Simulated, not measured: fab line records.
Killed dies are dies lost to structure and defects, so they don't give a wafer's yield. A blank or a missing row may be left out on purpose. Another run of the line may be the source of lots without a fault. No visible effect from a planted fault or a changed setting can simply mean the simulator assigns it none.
Split-lot experiment	flow n5 finfet	7 lots, 21 wafers read, on a route of 1938 steps

== SPLIT DETAILS ==
At N5_FIN_SAQP_HM_DEP_72 (deposits SiO2 from SiH4/N2O, target thk 12 nm, time 7.2 s), the setting time s was moved away from the recipe's 7.2 s on 5 of the 21 wafers read, by -8.9% to +14.5%. The other wafers ran this setting at the recipe's value.

== FROM THE SPLIT TO THE READING: what the file shows between them, 4 steps ==
- N5_FIN_SAQP_COAT_49: time 60 s, resist thk 100 nm
- N5_FIN_SAQP_COAT_50: time 60 s, resist thk 35 nm
- N5_FIN_SAQP_ETCH_52: etches SOC in N2/H2, target depth 100 nm, overetch 20 nm, time 150 s
- N5_FIN_SAQP_STRIP_53: strips in N2/H2

== THE READING ==
etch.depth nm (the simulator's own value, which no gauge read), in nm, at N5_FIN_SAQP_HM_OPEN_73 (chemistry CHF3/O2, target SiO2, stops on a-Si, target depth 12 nm, time 16.8 s). There is no usual value for it anywhere in the file. Average 11.97 nm, standard deviation 0.17 nm, over the 16 wafers here run with the recipe.

wafer	tool, chamber at the split	time s as run, s	against the recipe	etch.depth nm, nm	against lot-mates on the recipe
L075.1	pecvd-02, 2	7.2	recipe	11.76	-
L075.3	pecvd-02, 0	6.558	-8.9%	10.76	-1.00
L075.6	pecvd-02, 2	6.558	-8.9%	10.92	-0.84
L077.1	pecvd-02, 2	7.2	recipe	11.89	-
L077.2	pecvd-02, 0	7.2	recipe	11.76	-
L077.5	pecvd-02, 0	7.2	recipe	11.93	-
L078.2	pecvd-03, 2,0	7.2	recipe	11.93	-
L078.3	pecvd-03, 2,0	7.2	recipe	11.93	-
L078.4	pecvd-03, 2	7.478	+3.9%	12.62	+0.69
L081.2	pecvd-02, 1	7.2	recipe	11.81	-
L081.3	pecvd-02, 0	7.2	recipe	11.63	-
L081.5	pecvd-02, 1	8.021	+11.4%	13.68	+1.96
L090.4	pecvd-01, 1	7.2	recipe	12	-
L090.5	pecvd-01, 0,2	7.2	recipe	12.05	-
L090.6	pecvd-01, 0,2	7.2	recipe	12.05	-
L091.2	pecvd-03, 1	7.2	recipe	12.2	-
L091.5	pecvd-03, 0	7.2	recipe	12.29	-
L091.6	pecvd-03, 1	7.2	recipe	12.23	-
L092.2	pecvd-01, 2	7.2	recipe	12.04	-
L092.3	pecvd-01, 1	7.2	recipe	11.99	-
L092.6	pecvd-01, 2	8.246	+14.5%	13.85	+1.83
The file does not say which wafer passed through which chamber wherever a row lists several chambers: such a row stands for several wafers.

FIT RESULTS
A straight line over all 21 wafers: etch.depth nm changes by +0.135 nm for each +1% of time s; r = +0.97; the points scatter about the line by 0.17 nm.
The same after taking each lot's own level away (the mean of its wafers on the recipe; 21 wafers): +0.131 nm for each +1%; r = +0.98; scatter 0.14 nm.
Per that fit: largest time s move, reading shift of 1.9 nm.
Across the lots, their own levels run from 11.720 to 12.240 nm, a range of 3.0 times the standard deviation given above.
So the lot-to-lot level changes the slope little: the two slopes agree.
Check: +2.04 nm against its lot-mates is what the line predicts for one of the wafers moved furthest among these (+14.5%) when that wafer is left out of the fit. Against them it came out at +1.83 nm.

== OTHER SPLITS APPLIED TO THESE WAFERS ==
These wafers also went through other splits before the reading. Each is held against what the fit with the lots' levels taken away leaves over:
other split on the same wafers	wafers away from the commonest value	r with etch.depth nm (lot level and that fit taken away)
N5_PMOS_HMC_CHANNEL_EPI_COAT_03 spin rpm	7	+0.14
N5_PMOS_HMC_CHANNEL_EPI_EXPOSE_06 dose mj	12	-0.18
N5_FIN_SAQP_PECVD_06 time s	4	+0.45

== THE WHOLE CHAIN: every reading that the file lists as answering this split, in the file's order ==
step	what it does	reading	change (the file's fit)	r (the file's)
N5_FIN_SAQP_HM_DEP_72	deposits SiO2 from SiH4/N2O, target thk 12 nm, time 7.2 s	SiO2_of_FIN_SAQP_HM_DEP_72.thk nm (the simulator's own value, which no gauge read)	+0.137 nm for each +1% of the setting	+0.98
N5_FIN_SAQP_HM_OPEN_73	chemistry CHF3/O2, target SiO2, stops on a-Si, target depth 12 nm, time 16.8 s	etch.depth nm (the simulator's own value, which no gauge read)	+0.137 nm for each +1% of the setting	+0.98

== FILE'S OWN FIT ==
etch.depth nm changes by +0.137 nm for each +1% of time s, r = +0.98.
